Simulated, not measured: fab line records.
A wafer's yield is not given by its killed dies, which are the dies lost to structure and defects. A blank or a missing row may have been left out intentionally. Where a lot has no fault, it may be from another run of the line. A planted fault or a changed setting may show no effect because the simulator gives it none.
The tool behind it: which one? :: flow nand_harc :: 13 lots, 37 wafers sampled, at 5 steps of a route of 1159

WHAT THE GAUGES SHOWED, per wafer
NHARC_A_ONON_D1_THK_MEAS_11: measures by ellipsometry. Usual: thk_nm 996 nm, standard deviation 9.1.
lot: L447
measured: day 7 15:29
on: film_metro-02
thk_nm (nm): 1001 1004 1003
flag: 

lot: L449
measured: day 8 01:25
on: film_metro-01
thk_nm (nm): 1005 1006 1007
flag: 

lot: L450
measured: day 8 05:33
on: film_metro-01
thk_nm (nm): 1006 1006 1008
flag: 

lot: L451
measured: day 8 16:01
on: film_metro-02
thk_nm (nm): 996 997 996
flag: 

lot: L452
measured: day 9 03:45
on: film_metro-01
thk_nm (nm): 998 996 998
flag: 

lot: L455
measured: day 9 12:30
on: film_metro-02
thk_nm (nm): 1413 1015
flag: OFF

lot: L457
measured: day 9 23:53
on: film_metro-02
thk_nm (nm): 1373 973 975
flag: OFF

lot: L460
measured: day 10 16:28
on: film_metro-01
thk_nm (nm): 999 1002 998
flag: 

lot: L459
measured: day 10 16:32
on: film_metro-02
thk_nm (nm): 1400 1401
flag: OFF

lot: L462
measured: day 11 14:23
on: film_metro-02
thk_nm (nm): 994 991 994
flag: 

lot: L466
measured: day 12 12:02
on: film_metro-02
thk_nm (nm): 988 988 989
flag: 

lot: L468
measured: day 12 20:32
on: film_metro-02
thk_nm (nm): 994 992 996
flag: 

lot: L470
measured: day 13 00:40
on: film_metro-02
thk_nm (nm): 986 987 987
flag: 

NHARC_END_SORT_01. Usual: killed_at_array 27, standard deviation 9.9; killed_at_other 0.5, standard deviation 0.76; killed_at_periphery 3.4, standard deviation 2.2; killed_dies 31, standard deviation 10; killed_open 3.3, standard deviation 2; killed_short 2.0, standard deviation 1.5.
lot: L455
measured: day 21 03:53
on: prober-01
killed_at_array: 665 12
killed_at_other: 2 0
killed_at_periphery: 10 8
killed_dies: 677 20
killed_open: 4 4
killed_short: 2 4
flag: OFF

lot: L457
measured: day 21 12:50
on: prober-01
killed_at_array: 668 9 13
killed_at_other: 3 1 0
killed_at_periphery: 6 5 5
killed_dies: 677 15 18
killed_open: 4 1 3
killed_short: 0 1 1
flag: OFF

lot: L459
measured: day 22 13:31
on: prober-01
killed_at_array: 674 674
killed_at_other: 0 0
killed_at_periphery: 3 3
killed_dies: 677 677
killed_open: 8 3
killed_short: 7 0
flag: OFF

EACH LOT AND THE TOOL THAT RAN IT (in order: tool; ch and the chambers of the sampled wafers; start)
lot: L447
NHARC_P_BONDPAD_ETCH_24: rie_diel-13 ch 0,1, day 6 12:43 or earlier
NHARC_A_ZERO_WELL_DESCUM_12: rie_diel-04 ch 1,2, day 6 12:43
NHARC_A_ONON_D1_DEP_09: pecvd_onon-02 ch 0, day 7 14:57

lot: L449
NHARC_P_BONDPAD_ETCH_24: rie_diel-03 ch 0,2,3, day 7 01:07 or earlier
NHARC_A_ZERO_WELL_DESCUM_12: rie_diel-07 ch 0,1,2, day 7 01:07
NHARC_A_ONON_D1_DEP_09: pecvd_onon-02 ch 0, day 8 00:54

lot: L450
NHARC_P_BONDPAD_ETCH_24: rie_diel-13 ch 0,1,2, day 7 01:54
NHARC_A_ZERO_WELL_DESCUM_12: rie_diel-12 ch 0,2, day 7 05:26
NHARC_A_ONON_D1_DEP_09: pecvd_onon-04 ch 0, day 8 05:02

lot: L451
NHARC_P_BONDPAD_ETCH_24: rie_diel-03 ch 0,3, day 7 15:21 or earlier
NHARC_A_ZERO_WELL_DESCUM_12: rie_diel-04 ch 0,2,3, day 7 15:21
NHARC_A_ONON_D1_DEP_09: pecvd_onon-01 ch 0, day 8 15:37

lot: L452
NHARC_P_BONDPAD_ETCH_24: rie_diel-03 ch 2,3, day 7 23:19 or earlier
NHARC_A_ZERO_WELL_DESCUM_12: rie_diel-12 ch 1,3, day 7 23:19
NHARC_A_ONON_D1_DEP_09: pecvd_onon-04 ch 0, day 9 03:15

lot: L455
NHARC_P_BONDPAD_ETCH_24: rie_diel-03 ch 2,3, day 8 09:06
NHARC_A_ZERO_WELL_DESCUM_12: rie_diel-12 ch 2,3, day 8 12:36
NHARC_A_ONON_D1_DEP_09: pecvd_onon-04 ch 0, day 9 11:59

lot: L457
NHARC_P_BONDPAD_ETCH_24: rie_diel-03 ch 0,2,3, day 9 00:24 or earlier
NHARC_A_ZERO_WELL_DESCUM_12: rie_diel-12 ch 1,2,3, day 9 00:24
NHARC_A_ONON_D1_DEP_09: pecvd_onon-04 ch 0, day 9 23:22

lot: L460
NHARC_P_BONDPAD_ETCH_24: rie_diel-03 ch 2,3, day 9 14:35 or earlier
NHARC_A_ZERO_WELL_DESCUM_12: rie_diel-04 ch 0,2, day 9 14:35
NHARC_A_ONON_D1_DEP_09: pecvd_onon-02 ch 0, day 10 15:58

lot: L459
NHARC_P_BONDPAD_ETCH_24: rie_diel-03 ch 1,3, day 9 15:55 or earlier
NHARC_A_ZERO_WELL_DESCUM_12: rie_diel-04 ch 1,2, day 9 15:55
NHARC_A_ONON_D1_DEP_09: pecvd_onon-04 ch 0, day 10 16:02

lot: L462
NHARC_P_BONDPAD_ETCH_24: rie_diel-13 ch 0,2, day 10 14:11 or earlier
NHARC_A_ZERO_WELL_DESCUM_12: rie_diel-04 ch 0,1,3, day 10 14:11
NHARC_A_ONON_D1_DEP_09: pecvd_onon-01 ch 0, day 11 13:56

lot: L466
NHARC_P_BONDPAD_ETCH_24: rie_diel-13 ch 0,1,2, day 11 12:02 or earlier
NHARC_A_ZERO_WELL_DESCUM_12: rie_diel-07 ch 0,1,2, day 11 12:02
NHARC_A_ONON_D1_DEP_09: pecvd_onon-01 ch 0, day 12 11:35

lot: L468
NHARC_P_BONDPAD_ETCH_24: rie_diel-03 ch 0,3, day 11 20:57 or earlier
NHARC_A_ZERO_WELL_DESCUM_12: rie_diel-07 ch 0,3, day 11 20:57
NHARC_A_ONON_D1_DEP_09: pecvd_onon-04 ch 0, day 12 20:05

lot: L470
NHARC_P_BONDPAD_ETCH_24: rie_diel-01 ch 1,2,3, day 12 00:18 or earlier
NHARC_A_ZERO_WELL_DESCUM_12: rie_diel-12 ch 2,3, day 12 00:18
NHARC_A_ONON_D1_DEP_09: pecvd_onon-02 ch 0, day 13 00:13
- NHARC_P_BONDPAD_ETCH_24: etches the open film in CF4/N2, target depth 30 nm, time 72.99 s.
- NHARC_A_ZERO_WELL_DESCUM_12: chemistry O2, time 3 s.
- NHARC_A_ONON_D1_DEP_09: target thk 1000 nm.

AS READ BY THE TOOLS THEMSELVES (means over the sampled wafers that have a number; for cases with no such wafer, the mark the record gives instead)
NHARC_P_BONDPAD_ETCH_24. Usual: drypump_motor_current_A 5.4 A, standard deviation 0.46; n2_flow_sccm 99.92 sccm, standard deviation 0.3; oes_product_au 0.997 a.u., standard deviation 0.013; rf_vpp_V 315.2 V, standard deviation 1.8; showerhead_plenum_p_Torr 2.69 Torr, standard deviation 0.092; throttle_valve_pct 19.793 %, standard deviation 0.0088.
lot: L447
tool: rie_diel-13
drypump_motor_current_A (A): 6.3
n2_flow_sccm (sccm): 99.64
oes_product_au (a.u.): 1.007
rf_vpp_V (V): 317.4
showerhead_plenum_p_Torr (Torr): 2.78
throttle_valve_pct (%): 19.792
flag: 

lot: L449
tool: rie_diel-03
drypump_motor_current_A (A): 5.1
n2_flow_sccm (sccm): 99.95
oes_product_au (a.u.): 0.990
rf_vpp_V (V): 315.4
showerhead_plenum_p_Torr (Torr): 2.72
throttle_valve_pct (%): 19.787
flag: 

lot: L450
tool: rie_diel-13
drypump_motor_current_A (A): 5.8
n2_flow_sccm (sccm): 100.05
oes_product_au (a.u.): 1.000
rf_vpp_V (V): 315.7
showerhead_plenum_p_Torr (Torr): 2.73
throttle_valve_pct (%): 19.784
flag: 

lot: L451
tool: rie_diel-03
drypump_motor_current_A (A): 5.1
n2_flow_sccm (sccm): 100.05
oes_product_au (a.u.): 0.991
rf_vpp_V (V): 317.0
showerhead_plenum_p_Torr (Torr): 2.74
throttle_valve_pct (%): 19.790
flag: 

lot: L452
tool: rie_diel-03
drypump_motor_current_A (A): 4.8
n2_flow_sccm (sccm): 99.74
oes_product_au (a.u.): 0.988
rf_vpp_V (V): 317.0
showerhead_plenum_p_Torr (Torr): 2.79
throttle_valve_pct (%): 19.786
flag: 

lot: L455
tool: rie_diel-03
drypump_motor_current_A (A): 4.8
n2_flow_sccm (sccm): 99.90
oes_product_au (a.u.): 0.992
rf_vpp_V (V): 316.3
showerhead_plenum_p_Torr (Torr): 2.78
throttle_valve_pct (%): 19.801
flag: 

lot: L457
tool: rie_diel-03
drypump_motor_current_A (A): 5.1
n2_flow_sccm (sccm): 100.17
oes_product_au (a.u.): 0.989
rf_vpp_V (V): 316.1
showerhead_plenum_p_Torr (Torr): 2.72
throttle_valve_pct (%): 19.790
flag: 

lot: L460
tool: rie_diel-03
drypump_motor_current_A (A): 4.9
n2_flow_sccm (sccm): 99.42
oes_product_au (a.u.): 0.994
rf_vpp_V (V): 317.3
showerhead_plenum_p_Torr (Torr): 2.76
throttle_valve_pct (%): 19.789
flag: 

lot: L459
tool: rie_diel-03
drypump_motor_current_A (A): 5.2
n2_flow_sccm (sccm): 100.28
oes_product_au (a.u.): 0.983
rf_vpp_V (V): 315.4
showerhead_plenum_p_Torr (Torr): 2.71
throttle_valve_pct (%): 19.787
flag: 

lot: L462
tool: rie_diel-13
drypump_motor_current_A (A): 5.7
n2_flow_sccm (sccm): 99.96
oes_product_au (a.u.): 1.016
rf_vpp_V (V): 315.8
showerhead_plenum_p_Torr (Torr): 2.72
throttle_valve_pct (%): 19.798
flag: 

lot: L466
tool: rie_diel-13
drypump_motor_current_A (A): 5.8
n2_flow_sccm (sccm): 100.09
oes_product_au (a.u.): 0.995
rf_vpp_V (V): 315.9
showerhead_plenum_p_Torr (Torr): 2.72
throttle_valve_pct (%): 19.793
flag: 

lot: L468
tool: rie_diel-03
drypump_motor_current_A (A): 5.4
n2_flow_sccm (sccm): 100.09
oes_product_au (a.u.): 1.014
rf_vpp_V (V): 315.1
showerhead_plenum_p_Torr (Torr): 2.67
throttle_valve_pct (%): 19.790
flag: 

lot: L470
tool: rie_diel-01
drypump_motor_current_A (A): 5.9
n2_flow_sccm (sccm): 99.93
oes_product_au (a.u.): 1.001
rf_vpp_V (V): 314.4
showerhead_plenum_p_Torr (Torr): 2.64
throttle_valve_pct (%): 19.795
flag: 

NHARC_A_ZERO_WELL_DESCUM_12. Usual: drypump_motor_current_A 5.7 A, standard deviation 0.42; oes_product_au 1.000 a.u., standard deviation 0.015; rf_vpp_V 57.8 V, standard deviation 0.99; showerhead_plenum_p_Torr 1.90 Torr, standard deviation 0.072; throttle_valve_pct 11.310 %, standard deviation 0.0097.
lot: L447
tool: rie_diel-04
drypump_motor_current_A (A): 5.8
oes_product_au (a.u.): 0.986
rf_vpp_V (V): 57.8
showerhead_plenum_p_Torr (Torr): 1.89
throttle_valve_pct (%): 11.304
flag: 

lot: L449
tool: rie_diel-07
drypump_motor_current_A (A): 6.0
oes_product_au (a.u.): 0.993
rf_vpp_V (V): 57.7
showerhead_plenum_p_Torr (Torr): 1.83
throttle_valve_pct (%): 11.311
flag: 

lot: L450
tool: rie_diel-12
drypump_motor_current_A (A): 5.1
oes_product_au (a.u.): 0.999
rf_vpp_V (V): 59.5
showerhead_plenum_p_Torr (Torr): 1.98
throttle_valve_pct (%): 11.306
flag: 

lot: L451
tool: rie_diel-04
drypump_motor_current_A (A): 5.5
oes_product_au (a.u.): 0.982
rf_vpp_V (V): 58.1
showerhead_plenum_p_Torr (Torr): 1.91
throttle_valve_pct (%): 11.303
flag: 

lot: L452
tool: rie_diel-12
drypump_motor_current_A (A): 5.8
oes_product_au (a.u.): 0.989
rf_vpp_V (V): 57.8
showerhead_plenum_p_Torr (Torr): 1.88
throttle_valve_pct (%): 11.313
flag: 

lot: L455
tool: rie_diel-12
drypump_motor_current_A (A): 5.3
oes_product_au (a.u.): 0.991
rf_vpp_V (V): 57.6
showerhead_plenum_p_Torr (Torr): 1.86
throttle_valve_pct (%): 11.304
flag: 

lot: L457
tool: rie_diel-12
drypump_motor_current_A (A): 5.6
oes_product_au (a.u.): 0.999
rf_vpp_V (V): 57.4
showerhead_plenum_p_Torr (Torr): 1.88
throttle_valve_pct (%): 11.310
flag: 

lot: L460
tool: rie_diel-04
drypump_motor_current_A (A): 5.4
oes_product_au (a.u.): 0.998
rf_vpp_V (V): 58.5
showerhead_plenum_p_Torr (Torr): 1.89
throttle_valve_pct (%): 11.304
flag: 

lot: L459
tool: rie_diel-04
drypump_motor_current_A (A): 5.7
oes_product_au (a.u.): 0.984
rf_vpp_V (V): 58.1
showerhead_plenum_p_Torr (Torr): 1.89
throttle_valve_pct (%): 11.316
flag: 

lot: L462
tool: rie_diel-04
drypump_motor_current_A (A): 5.8
oes_product_au (a.u.): 0.989
rf_vpp_V (V): 58.0
showerhead_plenum_p_Torr (Torr): 1.92
throttle_valve_pct (%): 11.303
flag: 

lot: L466
tool: rie_diel-07
drypump_motor_current_A (A): 6.1
oes_product_au (a.u.): 1.003
rf_vpp_V (V): 56.6
showerhead_plenum_p_Torr (Torr): 1.83
throttle_valve_pct (%): 11.310
flag: 

lot: L468
tool: rie_diel-07
drypump_motor_current_A (A): 5.8
oes_product_au (a.u.): 1.016
rf_vpp_V (V): 57.0
showerhead_plenum_p_Torr (Torr): 1.95
throttle_valve_pct (%): 11.315
flag: 

lot: L470
tool: rie_diel-12
drypump_motor_current_A (A): 5.3
oes_product_au (a.u.): 1.007
rf_vpp_V (V): 58.1
showerhead_plenum_p_Torr (Torr): 1.86
throttle_valve_pct (%): 11.307
flag: 

NHARC_A_ONON_D1_DEP_09. Usual: n2_flow_sccm 2750 sccm, standard deviation 8.5.
lot: L447
tool: pecvd_onon-02
n2_flow_sccm (sccm): 2751
flag: 

lot: L449
tool: pecvd_onon-02
n2_flow_sccm (sccm): 2744
flag: 

lot: L450
tool: pecvd_onon-04
n2_flow_sccm (sccm): 2747
flag: 

lot: L451
tool: pecvd_onon-01
n2_flow_sccm (sccm): 2744
flag: 

lot: L452
tool: pecvd_onon-04
n2_flow_sccm (sccm): 2752
flag: 

lot: L455
tool: pecvd_onon-04
n2_flow_sccm (sccm): 2746
flag: 

lot: L457
tool: pecvd_onon-04
n2_flow_sccm (sccm): 2741
flag: 

lot: L460
tool: pecvd_onon-02
n2_flow_sccm (sccm): 2755
flag: 

lot: L459
tool: pecvd_onon-04
n2_flow_sccm (sccm): 2734
flag: 

lot: L462
tool: pecvd_onon-01
n2_flow_sccm (sccm): 2754
flag: 

lot: L466
tool: pecvd_onon-01
n2_flow_sccm (sccm): 2751
flag: 

lot: L468
tool: pecvd_onon-04
n2_flow_sccm (sccm): 2766
flag: 

lot: L470
tool: pecvd_onon-02
n2_flow_sccm (sccm): 2756
flag: 

THE ANSWER, worked out from the rows above alone
Rule: a lot counts as off when the mean over its wafers that have a number is more than 3 standard deviations away from the usual mean. A lot without any number at a reading at which 4 lots or more have one is off too. The other lots that the step has rows for count as sound. The gauges are gone through in route order, then the tools' own readings, and for those a lot's mean is taken as printed above. The first step at which some lot is off is used, and at that step the reading that is off furthest; a lot without a number counts as furthest.
Off at NHARC_A_ONON_D1_THK_MEAS_11 (thk_nm): L455, L457, L459.
If a tool, at a process step before that reading, ran all the lots that are off and no sound lot after the first of them, it fits. The gauges at NHARC_A_ONON_D1_THK_MEAS_11 aren't tried: what is off there is off at NHARC_END_SORT_01 too, on other tools, and a gauge's error can't cause that. NHARC_P_BONDPAD_ETCH_24 gives no start for some lots, so the hours and the order of its lots are those of NHARC_A_ZERO_WELL_DESCUM_12. None of those tried fits.

WHAT HAD BEEN PUT IN BY THE SIMULATOR
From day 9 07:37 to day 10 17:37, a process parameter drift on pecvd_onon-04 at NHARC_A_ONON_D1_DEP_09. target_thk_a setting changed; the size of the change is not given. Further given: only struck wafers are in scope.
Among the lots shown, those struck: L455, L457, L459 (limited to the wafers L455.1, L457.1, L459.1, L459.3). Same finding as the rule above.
